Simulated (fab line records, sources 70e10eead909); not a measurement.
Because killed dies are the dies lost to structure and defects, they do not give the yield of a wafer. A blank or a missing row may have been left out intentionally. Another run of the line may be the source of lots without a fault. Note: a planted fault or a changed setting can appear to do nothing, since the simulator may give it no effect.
A lot that was struck, set against a sound lot / flow nand_harc / 18 out of 1302 route steps
Sound: these wafers, L534.1, L534.2, L534.3. Wafers struck: L551.1, L551.3, L551.5. The cause comes at the end.
At each step with rows: each side's tool, then ch and its chambers, then its first start. Under that, the readings that differ: sound wafers / struck wafers / difference of the means / sigmas: that difference in standard deviations of wafers without a fault.
alike: readings with means less than 2 such deviations apart, plus words and numbers identical on both sides. not compared: withheld readings, readings lacking a value on some wafer, bounds such as >300 that could conceal the same value, and numbers that have no deviation in the record and whose values overlap.
A row with sigmas, a row that says differs or no value, or rows on one side alone: a step with any of these is where the two part. When numbers do not overlap yet have no deviation, they are printed without sigmas and do not part them. Lack of a reading on every wafer of one side parts them only where that side has two or more wafers.

NHARC_P_M2_ETCH_35: etches the open film in N2/H2, target depth 40 nm, overetch 12 nm, time 43.94 s.
  sound on rie_diel-02 ch 0,1,3, day 6 17:42; struck on rie_diel-03 ch 1,2, day 13 07:20
  alike: drypump_motor_current_A, oes_product_au, rf_vpp_V, showerhead_plenum_p_Torr, throttle_valve_pct
  not compared: rf_hours_counter_h
then, 1 step without rows for these wafers: NHARC_P_M2_ETCH_15 (etches the open film in C4F8/Ar, target depth 182.5 nm, time 91.2 s).
NHARC_P_M2_CD_MEAS_16:
  sound on cd_sem-01 at day 6 17:55; struck on cd_sem-01 at day 13 07:34
  alike: cd_nm
then, 3 steps without rows for these wafers: NHARC_P_M2_STRIP_18 (strips in N2/H2); NHARC_P_M2_ETCH_28 (etches the open film in CF4/N2, target depth 30 nm, time 72.99 s); NHARC_P_M2_STRIP_19 (strips in post etch residue remover, time 600 s).
NHARC_P_M2_DEGAS_29: time 60 s.
  sound on pvd_sputter-03 at day 6 18:40; struck on pvd_sputter-01 at day 13 08:16
  alike: heater_power_w
NHARC_P_M2_PRE_CLEAN_30: time 30 s.
  sound on pvd_sputter-03; struck on pvd_sputter-01
  alike: heater_power_w
NHARC_P_M2_PVD_20: deposits TaN, target thk 5 nm, time 8.06 s.
  sound on pvd_sputter-03; struck on pvd_sputter-01
  alike: bias_v, throttle_valve_pct
then, 2 steps without rows for these wafers: NHARC_P_M2_PVD_21 (deposits Cu, target thk 30 nm, time 20.49 s); NHARC_P_M2_ECD_22 (material Cu, target thk 400 nm).
NHARC_P_M2_ANNEAL_31: time 90 s.
  sound on rtp_anneal-01 ch 0, day 6 19:24; struck on rtp_anneal-02 ch 0, day 13 09:11
reading=wafer_temp_C_max; sound=225.51 225.01 225.65; struck=225.99 226.36 225.77; difference=+0.65; sigmas=+2
NHARC_P_M2_CMP_23: polishes, t overpolish 20 s, target thk 144.3 nm.
  sound on cmp-01 ch 0,1,2, day 6 19:44; struck on cmp-02 ch 0,1, day 13 09:34
  alike: motor_current_A, time_to_endpoint_s
NHARC_P_M2_THK_MEAS_24: measures by xrf.
  sound on film_metro-01 at day 6 20:04; struck on film_metro-01 at day 13 09:50
  alike: thk_nm
following that, these wafers have no rows for 1 step: NHARC_P_M2_SRD_25.
NHARC_P_M2_INSPECT_27:
  sound on defect_inspect-01 at day 6 20:13; struck on defect_inspect-02 at day 13 10:00
reading=raw_defect_count; sound=423 231 380; struck=1760 1513 1544; difference=+1261; sigmas=+11
then, 1 step without rows for these wafers: NHARC_P_M2_PRE_CLEAN_32 (time 12 s).
-- jump in the record: it breaks off in module P_M2 and resumes in module END (first step shown: number 1302 of the route), and 18 days separate the struck wafers' starts before and after --
NHARC_END_SORT_01:
  here the record holds rows for the struck wafers (prober-02 ch 0, day 31 14:13) but none for the sound ones

## WHERE THEY PART
First at NHARC_P_M2_ANNEAL_31; last, within this record, at NHARC_END_SORT_01.

WHY: what the simulator had put in
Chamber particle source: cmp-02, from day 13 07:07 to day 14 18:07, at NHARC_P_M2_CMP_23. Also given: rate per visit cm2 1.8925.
